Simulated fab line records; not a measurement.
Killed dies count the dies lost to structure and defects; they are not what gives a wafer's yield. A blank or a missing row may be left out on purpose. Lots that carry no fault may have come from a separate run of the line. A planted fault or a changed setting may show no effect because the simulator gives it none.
The tool behind it: which one?    flow n5 finfet    12 lots, 36 wafers sampled, at 3 steps of a route of 1938

== WHAT EACH GAUGE READ, for each wafer ==
N5_HKMG_FIN_OVL_MEAS_50.
lot   measured     on          NDIPOLE_OVL (nm)
L075  day 4 05:23  overlay-02  -0.4 -0.1 1.0
L077  day 4 17:50  overlay-02  -0.2 -0.2 0.4
L079  day 5 05:26  overlay-01  -1.5 -1.2 0.4
L081  day 5 21:48  overlay-02  0.4 -0.2 -0.4
L083  day 6 06:59  overlay-01  1.0 1.4 1.0
L085  day 6 16:36  overlay-02  -0.5 -1.6 -0.7
L087  day 7 06:37  overlay-02  -1.2 0.4 1.0
L089  day 7 17:10  overlay-02  0.2 -0.6 0.4
L091  day 8 04:46  overlay-01  -0.1 1.0 0.1
L093  day 8 16:26  overlay-02  -0.5 -1.1 0.8
L095  day 9 10:24  overlay-01  0.4 -0.4 -0.4
L097  day 9 23:10  overlay-02  -0.5 1.0 0.1

== EACH LOT AND THE TOOL THAT RAN IT (in order: tool; ch and the chambers of the sampled wafers; start) ==
lot   N5_HKMG_FIN_ALD_74               N5_HKMG_FIN_ALD_75
L075  ald hk-02 ch 0,1,3, day 4 04:56  ald hk-02 ch 0,1,3, day 4 05:00
L077  ald hk-03 ch 0,1, day 4 17:23    ald hk-03 ch 0,1, day 4 17:28
L079  ald hk-02 ch 1,2,3, day 5 04:59  ald hk-02 ch 1,2,3, day 5 05:04
L081  ald hk-01 ch 0,1,2, day 5 21:21  ald hk-01 ch 0,1,2, day 5 21:26
L083  ald hk-03 ch 0,2,3, day 6 06:25  ald hk-03 ch 0,2,3, day 6 06:29
L085  ald hk-01 ch 0,1,2, day 6 16:09  ald hk-01 ch 0,1,2, day 6 16:13
L087  ald hk-02 ch 0,1,2, day 7 06:11  ald hk-02 ch 0,1,2, day 7 06:15
L089  ald hk-03 ch 0,3, day 7 16:43    ald hk-03 ch 0,3, day 7 16:48
L091  ald hk-01 ch 1,2,3, day 8 04:11  ald hk-01 ch 1,2,3, day 8 04:16
L093  ald hk-03 ch 0,1,3, day 8 15:59  ald hk-03 ch 0,1,3, day 8 16:04
L095  ald hk-01 ch 0,1,3, day 9 09:57  ald hk-01 ch 0,1,3, day 9 10:02
L097  ald hk-03 ch 0,3, day 9 22:35    ald hk-03 ch 0,3, day 9 22:40
- N5_HKMG_FIN_ALD_74: deposits La2O3, target thk 0.5 nm, pulse time 6 s, co reactant pulse time 1 s.
- N5_HKMG_FIN_ALD_75: deposits Al2O3, target thk 1 nm, co reactant pulse time 1 s.

== THE ANSWER, worked out from the rows above alone ==
Rule: what is usual is taken from the lots themselves. Put in order of their means at a reading, lots are off if they are a third of the lots or fewer, leave a main group of 4 or more, and stand apart from it by a gap of 3 or more times the standard deviation of the main group's means; of several such gaps the widest counts. If all means in a main group match to the digits the tables above print for the reading, that group is not used. A lot without any number at a reading at which 4 lots or more have one is off too. Where the step has rows for the other lots, those lots are counted as sound.
None of the lots is off at any reading shown; this tells nothing.

== WHAT THE SIMULATOR HAD INSERTED ==
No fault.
